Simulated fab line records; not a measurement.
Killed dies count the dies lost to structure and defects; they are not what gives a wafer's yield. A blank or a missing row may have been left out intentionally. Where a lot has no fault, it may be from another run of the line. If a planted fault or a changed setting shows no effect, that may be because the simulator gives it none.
What tool caused it?    flow nand-harc    Sampling: 6 lots, 18 wafers, 5 of 1159 route steps

WHAT THE GAUGES READ, wafer by wafer
NHARC_END_SORT_01.
lot   measured      on         killed-at-array
L306  day 21 19:02  prober-02  670 667 668

WHICH TOOL RAN EACH LOT (tool, then ch and the chambers of the sampled wafers, then the start)
lot   NHARC_A_CONTACT_ETCH_50                        NHARC_A_CONTACT_ETCH_119              NHARC_A_CONTACT_ETCH_120              NHARC_A_CONTACT_ETCH_123
L303  rie-diel-13 ch 1,2,3, day 17 02:59 or earlier  har-cap-etch-03 ch 0,1, day 17 02:59  har-cap-etch-03 ch 0,1, day 17 03:04  har-cap-etch-03 ch 0,1, day 17 03:21
L306  rie-diel-01 ch 0,1,3, day 18 19:54 or earlier  har-cap-etch-02 ch 0,1, day 18 19:54  har-cap-etch-02 ch 0,1, day 18 19:59  har-cap-etch-02 ch 0,1, day 18 20:16
L316  rie-diel-13 ch 0,1,2, day 20 22:35 or earlier  har-cap-etch-03 ch 0,1, day 20 22:35  har-cap-etch-03 ch 0,1, day 20 22:41  har-cap-etch-03 ch 0,1, day 20 23:02
L315  rie-diel-13 ch 0,1,3, day 21 04:30 or earlier  har-cap-etch-03 ch 0,1, day 21 04:30  har-cap-etch-03 ch 0,1, day 21 04:35  har-cap-etch-03 ch 0,1, day 21 04:52
L319  rie-diel-07 ch 0,1,3, day 22 02:12 or earlier  har-cap-etch-01 ch 0,1, day 22 02:12  har-cap-etch-01 ch 0,1, day 22 02:17  har-cap-etch-01 ch 0,1, day 22 02:34
L321  rie-diel-13 ch 1,2,3, day 22 12:53 or earlier  har-cap-etch-01 ch 0,1, day 22 12:53  har-cap-etch-01 ch 0,1, day 22 13:01  har-cap-etch-01 ch 0,1, day 22 13:23
- NHARC_A_CONTACT_ETCH_50: etches the open film in CF4/CHF3, target depth 84.7 nm, time 42.4 s.
- NHARC_A_CONTACT_ETCH_119: etches the open film in C4F8/O2/Ar, time 94 s, target depth 922 nm.
- NHARC_A_CONTACT_ETCH_120: etches the open film in C4F8/O2/Ar, time 94 s, target depth 922 nm.
- NHARC_A_CONTACT_ETCH_123: etches the open film in C4F8/O2/Ar, time 253 s, target depth 1090 nm.

THE ANSWER, worked out from the rows above alone
Rule: the usual values come from the lots themselves. The widest of any qualifying gaps counts: lots, ordered by their means at a reading, are off when they make up no more than a third of the lots, leave a main group of 4 or more, and stand apart from it by 3 or more times the standard deviation of that group's means. If all means in a main group match to the digits the tables above print for the reading, that group is not used. A lot without any number at a reading at which 4 lots or more have one is off too. Where the step has rows for the other lots, those lots are counted as sound.
No lot is off on any of the readings shown, so nothing can be concluded from this.

WHAT THE SIMULATOR HAD INSERTED
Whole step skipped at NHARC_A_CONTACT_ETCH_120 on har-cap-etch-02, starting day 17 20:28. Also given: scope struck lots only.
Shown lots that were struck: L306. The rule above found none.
